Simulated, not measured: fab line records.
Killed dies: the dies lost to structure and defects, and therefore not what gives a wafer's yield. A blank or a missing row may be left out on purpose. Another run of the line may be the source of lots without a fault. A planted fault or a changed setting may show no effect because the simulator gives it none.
fab line records	flow nand-harc
record lots=11	wafers=33	last-day=26
route steps=1159 shown P_CONTACT@240 P_M0@263 END@1159
lots that met no fault: taken from a fault-free run of the same line
start-h: start of the lot's first displayed wafer, in hours after the record's first day	wait-h: time in hours since the lot's previous step	" identical to the entry in the row above	L1.1+2: one row covering several wafers at once	- either no value or no given start	* or withheld: withheld	< > ~ a bound
route shown NAME@n: a module of which the file shows steps, and the number in the route of the first	usual: the fault-free wafers' mean and standard deviation	same: alike in all rows	chamber/n: place in a boat	sites: the reading at each site	_std_site: their standard deviation	_edge_site: the outer-site mean with the inner-site mean subtracted	radius-mm: how far each site lies from the wafer's centre	mask NAME#n: copy n	behind: the last tool/chamber to shape the wafer	hold: reason for holding the lot/hours on hold/outcome of the hold	device: which transistor (n, p or np) failed to switch	end of line: the same wafers' tests at the end of the route	for a step that has no rows: nothing shown but its recipe	killed: dies that structure and defects cost at the first sort, which is not the same as the wafer's yield	map: per-die view of a wafer (x killed, . not killed, _ where there is no die)
set.NAME: setting as actually run; set.NAME@STEP: the setting as run at that earlier step	model.NAME: the simulator's own value behind a step, which no gauge read
the route's steps for a sample of lots (tables are steps, rows are wafers)
services: a tool's chamber out of use, with start hour (start-h, from the record's first day; less than 0 if before it), hours out, and reason
## steps
# step NHARC_P_CONTACT_ETCH_31
# recipe target-depth-a=300	time-s=85.7	ion-energy-ev=120	over-etch-frac=1	ch3f-flow-sccm=50	o2-flow-sccm=30	ar-flow-sccm=200	rf-w=500	bias-w=100	chemistry=CH3F/O2
# usual drypump-motor-current-A=6.0/0.46	oes-product-au=0.986/0.02	rf-fwd-power-W=495.8/1.9	rf-vpp-V=244.9/1.7	showerhead-plenum-p-Torr=2.50/0.1	throttle-valve-pct=20.664/0.0095
lot.wafer	tool	chamber	start-h	wait-h	drypump-motor-current-A	oes-product-au	rf-fwd-power-W	rf-hours-counter-h	rf-vpp-V	showerhead-plenum-p-Torr	throttle-valve-pct
L434.4	rie-diel-06	3	-	-	6.3	0.972	495.5	3	245.0	2.56	20.672
L434.3	"	2	"	"	6.0	1.000	496.2	3	243.7	2.45	20.663
L434.5	"	3	"	"	6.3	0.992	494.8	-	245.4	2.56	20.679
L435.4	rie-diel-06	2	-	-	6.0	1.014	496.2	4	244.4	2.45	20.669
L435.3	"	3	"	"	6.3	0.992	491.6	4	246.3	2.56	20.668
L435.5	"	1	"	"	5.4	1.004	496.5	-	245.3	2.56	20.670
L440.2	rie-diel-05	1	-	-	5.9	1.002	494.1	15	245.4	2.49	20.674
L440.3	"	2	"	"	6.3	0.983	493.7	16	247.4	2.62	20.648
L440.5	"	0	"	"	5.2	1.004	496.0	-	241.8	2.30	20.654
L442.3	rie-diel-05	2	-	-	6.3	0.989	495.9	18	247.5	2.62	20.660
L442.6	"	3	"	"	6.4	1.000	494.4	-	245.8	2.64	20.661
L442.5	"	0	"	"	5.2	0.988	495.0	-	241.1	2.30	20.651
L449.4	rie-diel-05	2	-	-	6.4	0.930	492.1	2	245.7	2.62	20.669
L449.2	"	0	"	"	5.2	0.970	492.7	2	242.5	2.30	20.674
L449.5	"	1	"	"	5.9	0.977	497.4	-	245.4	2.49	20.661
L450.2	rie-diel-05	0	-	-	5.2	0.998	492.8	4	242.8	2.30	20.653
L450.6	"	3	"	"	6.4	0.987	495.5	-	248.4	2.64	20.670
L450.5	"	0	"	"	5.2	0.981	494.0	-	241.8	2.29	20.667
L452.1	rie-diel-06	3	-	-	6.3	1.006	495.3	13	245.8	2.56	20.668
L452.4	"	0	"	"	6.4	0.998	495.1	11	243.7	2.49	20.663
L452.3	"	1	"	"	5.4	0.995	496.6	15	244.8	2.55	20.665
L453.2	rie-diel-06	3	-	-	6.3	0.991	497.1	14	245.2	2.56	20.677
L453.1	"	0	"	"	6.3	0.986	495.4	12	245.9	2.49	20.672
L453.5	"	1	"	"	5.4	0.999	498.0	-	244.8	2.55	20.660
L454.1	rie-diel-05	1	-	-	5.8	0.995	498.9	6	244.3	2.48	20.662
L454.2	"	3	"	"	6.4	0.977	495.3	7	246.7	2.64	20.673
L454.3	"	0	"	"	5.2	0.987	494.7	7	242.8	2.29	20.671
L457.2	rie-diel-11	3	-	-	6.4	1.014	496.4	19	242.0	2.39	20.655
L457.4	"	0	"	"	6.2	1.014	498.6	-	240.8	2.28	20.673
L457.6	"	3	"	"	6.4	1.009	495.2	-	243.5	2.39	20.661
L456.3	rie-diel-11	3	-	-	6.4	0.941	495.6	22	243.5	2.39	20.662
L456.2	"	0	"	"	6.3	0.946	494.8	22	241.6	2.28	20.662
L456.6	"	1	"	"	5.3	0.927	494.5	-	244.4	2.55	20.650
# step NHARC_P_M0_CD_MEAS_09
# recipe target-cd-nm=90	landing-energy-ev=500
# usual cd-nm=89.8/0.61
lot.wafer	tool	chamber	start-h	wait-h	cd-nm
L434.3	cd-sem-02	0	114.68	-	90.3
L434.4	"	0	"	"	89.9
L434.5	"	0	"	"	89.1
L435.3	cd-sem-02	0	126.23	-	90.2
L435.4	"	0	"	"	91.1
L435.5	"	0	"	"	89.8
L440.2	cd-sem-01	0	152.33	-	91.9
L440.3	"	0	"	"	91.8
L440.5	"	0	"	"	91.4
L442.3	cd-sem-01	0	166.22	-	91.0
L442.5	"	0	"	"	91.7
L442.6	"	0	"	"	91.8
L449.2	cd-sem-03	0	203.23	-	89.2
L449.4	"	0	"	"	89.0
L449.5	"	0	"	"	90.3
L450.2	cd-sem-02	0	219.22	-	89.6
L450.5	"	0	"	"	90.7
L450.6	"	0	"	"	89.4
L452.1	cd-sem-02	0	223.24	-	90.2
L452.3	"	0	"	"	90.6
L452.4	"	0	"	"	90.8
L453.1	cd-sem-03	0	233.88	-	89.2
L453.2	"	0	"	"	89.3
L453.5	"	0	"	"	90.2
L454.1	cd-sem-03	0	234.45	-	90.3
L454.2	"	0	"	"	90.1
L454.3	"	0	"	"	89.0
L457.2	cd-sem-03	0	252.23	-	90.5
L457.4	"	0	"	"	90.3
L457.6	"	0	"	"	90.5
L456.2	cd-sem-03	0	253.46	-	90.0
L456.3	"	0	"	"	91.0
L456.6	"	0	"	"	89.7
# step NHARC_P_M0_ETCH_15
# recipe target-depth-a=1500	overetch-a=150	time-s=82.5	c4f8-flow-sccm=withheld	ar-flow-sccm=400	rf-w=600	bias-w=300	chemistry=C4F8/Ar
# usual oes-product-au=0.949/0.023	rf-fwd-power-W=596.1/2	rf-vpp-V=439.4/2
lot.wafer	tool	chamber	start-h	wait-h	oes-product-au	rf-fwd-power-W	rf-hours-counter-h	rf-vpp-V
L434.4	rie-diel-13	0	-	-	0.982	595.5	0.6	438.2
L434.3	"	2	"	"	0.965	599.8	0.4	437.4
L434.5	"	1	"	"	0.968	595.8	-	439.6
L435.4	rie-diel-09	1	-	-	0.956	594.5	3.3	438.7
L435.3	"	3	"	"	0.966	594.6	3.7	439.6
L435.5	"	0	"	"	0.994	593.6	-	439.3
L440.3	rie-diel-13	2	-	-	0.980	599.7	3.1	438.5
L440.2	"	3	"	"	0.959	595.3	2.3	444.9
L440.5	"	0	"	"	0.965	598.0	-	437.6
L442.3	rie-diel-07	0	-	-	0.936	594.2	6.9	438.6
L442.6	"	1	"	"	0.920	591.9	-	439.5
L442.5	"	2	"	"	0.941	598.6	-	439.3
L449.2	rie-diel-09	1	-	-	0.913	594.8	7.4	437.2
L449.4	"	3	"	"	0.915	592.5	8.2	440.0
L449.5	"	2	"	"	0.917	597.3	-	440.8
L450.2	rie-diel-07	0	-	-	0.992	590.1	9.6	437.9
L450.5	"	2	"	"	0.987	599.7	-	437.2
L450.6	"	3	"	"	0.968	598.3	-	440.0
L452.3	rie-diel-09	1	-	-	0.960	595.0	9.4	436.7
L452.1	"	2	"	"	0.978	593.5	9.3	440.5
L452.4	"	0	"	"	0.976	595.1	10.2	439.4
L453.1	rie-diel-13	0	-	-	0.924	596.7	7.6	437.3
L453.2	"	3	"	"	0.922	596.3	8.1	445.1
L453.5	"	0	"	"	0.928	595.9	-	437.8
L454.3	rie-diel-09	2	-	-	0.926	595.7	10.8	439.4
L454.1	"	3	"	"	0.918	595.4	11.5	439.9
L454.2	"	0	"	"	0.934	596.1	11.1	438.9
L457.2	rie-diel-09	0	-	-	0.933	595.4	12.3	439.7
L457.4	"	1	"	"	0.920	595.9	-	436.4
L457.6	"	2	"	"	0.920	593.1	-	440.3
L456.2	rie-diel-13	0	-	-	0.955	595.6	9.6	438.5
L456.3	"	1	"	"	0.975	592.2	10.3	441.8
L456.6	"	0	"	"	0.964	598.3	-	439.0
# step NHARC_P_M0_PVD_20
# recipe target-thk-a=50	bias-v=168.6	power-w=15000	chamber-pressure-pa=0.12	time-s=8.06	substrate-temp-c=50	material=TaN
# usual substrate-temp-c=49.99/0.12	throttle-valve-pct=29.4/1
lot.wafer	tool	chamber	start-h	wait-h	substrate-temp-c	throttle-valve-pct
L434.4	pvd-sputter-02	-	-	-	50.04	28.1
L434.3	"	-	"	"	50.08	28.4
L434.5	"	-	"	"	50.16	27.8
L435.4	pvd-sputter-01	-	-	-	50.12	29.0
L435.3	"	-	"	"	50.00	30.2
L435.5	"	-	"	"	49.82	28.6
L440.2	pvd-sputter-02	-	-	-	49.98	28.2
L440.3	"	-	"	"	50.04	28.7
L440.5	"	-	"	"	50.11	28.2
L442.3	pvd-sputter-02	-	-	-	49.96	28.4
L442.6	"	-	"	"	50.16	27.9
L442.5	"	-	"	"	50.15	28.3
L449.4	pvd-sputter-02	-	-	-	49.66	28.2
L449.2	"	-	"	"	49.90	28.1
L449.5	"	-	"	"	49.77	27.9
L450.2	pvd-sputter-03	-	-	-	50.03	30.9
L450.6	"	-	"	"	50.12	29.8
L450.5	"	-	"	"	49.87	30.4
L452.4	pvd-sputter-02	-	-	-	49.99	29.4
L452.3	"	-	"	"	49.98	28.3
L452.1	"	-	"	"	50.03	28.6
L453.1	pvd-sputter-02	-	-	-	49.94	28.2
L453.2	"	-	"	"	50.14	29.0
L453.5	"	-	"	"	49.94	28.8
L454.3	pvd-sputter-02	-	-	-	49.88	29.1
L454.1	"	-	"	"	49.78	28.4
L454.2	"	-	"	"	49.87	28.8
L457.4	pvd-sputter-01	-	-	-	50.08	31.2
L457.2	"	-	"	"	50.01	29.8
L457.6	"	-	"	"	49.94	29.7
L456.2	pvd-sputter-01	-	-	-	49.84	31.5
L456.3	"	-	"	"	50.01	29.7
L456.6	"	-	"	"	49.92	30.0
# step NHARC_END_SORT_01
# recipe temp-c=25
# usual defect-limited-yield=95.5/1.8	killed-at-array=27/11	killed-at-other=0.6/1	killed-at-periphery=3.0/2.1	killed-dies=31/12	killed-open=3.2/1.7	killed-short=1.7/1.4	sort_bin_2_pct=1.4/0.68	sort_bin_3_pct=0.25/0.2	sort_bin_4_pct=2.9/1.2	sort-n-pass=646/12	sort-rim-yield-pct=95.7/2.8	sort-yield-pct=95.5/1.8
# same gross-dies=677	sort_bin_5_pct[%]=0	sort_bin_6_pct[%]=0	sort_bin_7_pct[%]=0	sort_bin_8_pct[%]=0	sort-rim-n-gross=106.00
lot.wafer	tool	chamber	start-h	wait-h	defect-limited-yield[%]	killed-at-array	killed-at-other	killed-at-periphery	killed-dies	killed-open	killed-short	sort_bin_2_pct[%]	sort_bin_3_pct[%]	sort_bin_4_pct[%]	sort-n-pass	sort-rim-yield-pct[%]	sort-yield-pct[%]
L435.3	prober-01	0	476.03	3.1	97.9	11	0	3	14	3	0	0.6	0	1.5	663	98.1	97.9
L435.4	prober-01	0	476.84	3.4	98.2	11	0	1	12	1	1	0.9	0	0.9	665	96.2	98.2
L435.5	prober-01	0	477.65	3.7	98.2	9	0	3	12	6	0	0.4	0.15	1.2	665	97.2	98.2
L442.3	prober-02	0	506.19	3.0	95.1	29	1	3	33	2	3	1.6	0.44	2.8	644	99.1	95.1
L442.5	prober-02	0	507.76	3.6	94.8	28	0	7	35	3	3	1.6	0.30	3.2	642	96.2	94.8
L442.6	prober-02	0	508.54	3.9	95.6	27	0	3	30	2	1	1.9	0.30	2.2	647	96.2	95.6
L453.1	prober-02	0	566.54	2.5	95.9	25	0	3	28	2	3	1.0	0	3.1	649	95.3	95.9
L453.2	prober-02	0	567.35	2.8	95.4	27	0	4	31	6	2	0.7	0	3.8	646	95.3	95.4
L453.5	prober-02	0	569.75	3.7	95.7	27	0	2	29	3	1	1.2	0.30	2.8	648	95.3	95.7
# killed by level:class
L435.3 A_CONTACT:chamber-film-flake=4 A_CONTACT:geometric-particle:open=2 P_M1:chamber-film-flake=2 A_CHANNEL_HOLE_D1:chamber-film-flake=2 A_STAIRCASE:chamber-film-flake=2 A_WL_FILL:geometric-particle:open=1 P_STI:chamber-film-flake=1
L435.4 A_CONTACT:chamber-film-flake=4 A_STAIRCASE:chamber-film-flake=2 A_CHANNEL_FILL_D1:geometric-particle:short=1 A_M1:geometric-particle:open=1 P_M1:chamber-film-flake=1 A_CHANNEL_HOLE_D1:chamber-film-flake=1 A_WL_FILL:chamber-film-flake=1 A_BONDPAD:chamber-film-flake=1
L435.5 A_CONTACT:chamber-film-flake=4 A_WL_FILL:geometric-particle:open=3 P_M0:geometric-particle:open=1 P_M1:geometric-particle:open=1 P_M2:geometric-particle:open=1 A_CHANNEL_HOLE_D1:chamber-film-flake=1 A_STAIRCASE:chamber-film-flake=1
L442.3 A_SLIT:chamber-film-flake=16 A_STAIRCASE:chamber-film-flake=3 A_CHANNEL_FILL_D1:chamber-film-flake=2 P_GATE:geometric-particle:short=1 A_SOURCE_PLATE:geometric-particle:open=1 A_CHANNEL_HOLE_D1:geometric-particle:short=1 A_WL_FILL:geometric-particle:short=1 A_M0:geometric-particle:open=1
L442.5 A_SLIT:chamber-film-flake=15 A_CONTACT:chamber-film-flake=5 A_CHANNEL_HOLE_D1:chamber-film-flake=4 P_ZERO_WELL:chamber-film-flake=2 A_STAIRCASE:chamber-film-flake=2 P_CONTACT:geometric-particle:short=1 P_M0:geometric-particle:open=1 P_M0:geometric-particle:short=1
L442.6 A_SLIT:chamber-film-flake=11 A_CHANNEL_HOLE_D1:chamber-film-flake=4 A_STAIRCASE:chamber-film-flake=4 A_ZERO_WELL:chamber-film-flake=3 A_WL_FILL:chamber-film-flake=2 P_CONTACT:geometric-particle:short=1 A_CHANNEL_HOLE_D1:geometric-particle:open=1 A_M0:geometric-particle:open=1
L453.1 A_CHANNEL_HOLE_D1:chamber-film-flake=12 A_WL_FILL:chamber-film-flake=5 A_STAIRCASE:chamber-film-flake=3 P_CONTACT:geometric-particle:short=2 A_CONTACT:geometric-particle:open=2 A_CHANNEL_FILL_D1:geometric-particle:short=1 P_STI:chamber-film-flake=1 A_SLIT:chamber-film-flake=1
L453.2 A_CHANNEL_HOLE_D1:chamber-film-flake=11 A_STAIRCASE:chamber-film-flake=8 P_STI:geometric-particle:open=2 A_ONON_D1:geometric-particle:short=2 A_CONTACT:geometric-particle:open=2 A_SLIT:chamber-film-flake=2 A_WL_FILL:chamber-film-flake=2 P_CONTACT:geometric-particle:open=1
L453.5 A_CHANNEL_HOLE_D1:chamber-film-flake=14 A_WL_FILL:chamber-film-flake=3 A_CONTACT:geometric-particle:open=2 A_SLIT:chamber-film-flake=2 A_CONTACT:chamber-film-flake=2 P_GATE:geometric-particle:open=1 A_WL_FILL:geometric-particle:short=1 P_STI:chamber-film-flake=1
## services
tool	chamber	start-h	hours	kind
rie-diel-11	3	95.07	15.8	repair
rie-diel-11	2	97.51	12.0	repair
rie-diel-13	-	99.01	9.0	pm
rie-diel-06	-	106.28	0.8	repair
rie-diel-11	-	115.96	0.6	repair
rie-diel-11	-	123.18	0.5	repair
pvd-sputter-02	-	134.85	0.8	repair
rie-diel-06	0	147.49	22.1	repair
rie-diel-07	-	155.02	0.1	repair
pvd-sputter-01	-	158.03	10.0	pm
rie-diel-06	3	160.11	5.6	repair
rie-diel-05	-	163.67	9.0	pm
rie-diel-07	3	170.30	32.2	repair
rie-diel-13	-	175.52	2.2	repair
rie-diel-11	-	189.56	9.0	pm
pvd-sputter-02	-	214.00	10.0	pm
pvd-sputter-01	-	222.21	9.6	repair
rie-diel-07	-	228.20	9.0	pm
rie-diel-05	0	228.59	1.6	repair
rie-diel-06	-	241.20	9.0	pm
pvd-sputter-01	-	246.78	2.8	repair
rie-diel-05	-	248.23	5.1	repair
rie-diel-07	3	251.60	6.4	repair
rie-diel-09	-	254.22	9.0	pm
## key
first-sign step=NHARC_P_M0_CD_MEAS_09	reading=cd-nm	direction=up	sigmas=2.9	usual=89.8	struck=91.6
effect none on later readings
met-at NHARC_P_M0_CD_MEAS_09
struck-lots L440,L442
not-acting-at NHARC_P_CONTACT_ETCH_31,NHARC_P_M0_ETCH_15,NHARC_P_M0_PVD_20
fault kind=metrology-matching-offset	tool=cd-sem-01	chamber=-	onset-h=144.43	steps=NHARC_P_M0_CD_MEAS_09	param=cd-nm	offset=1.6583
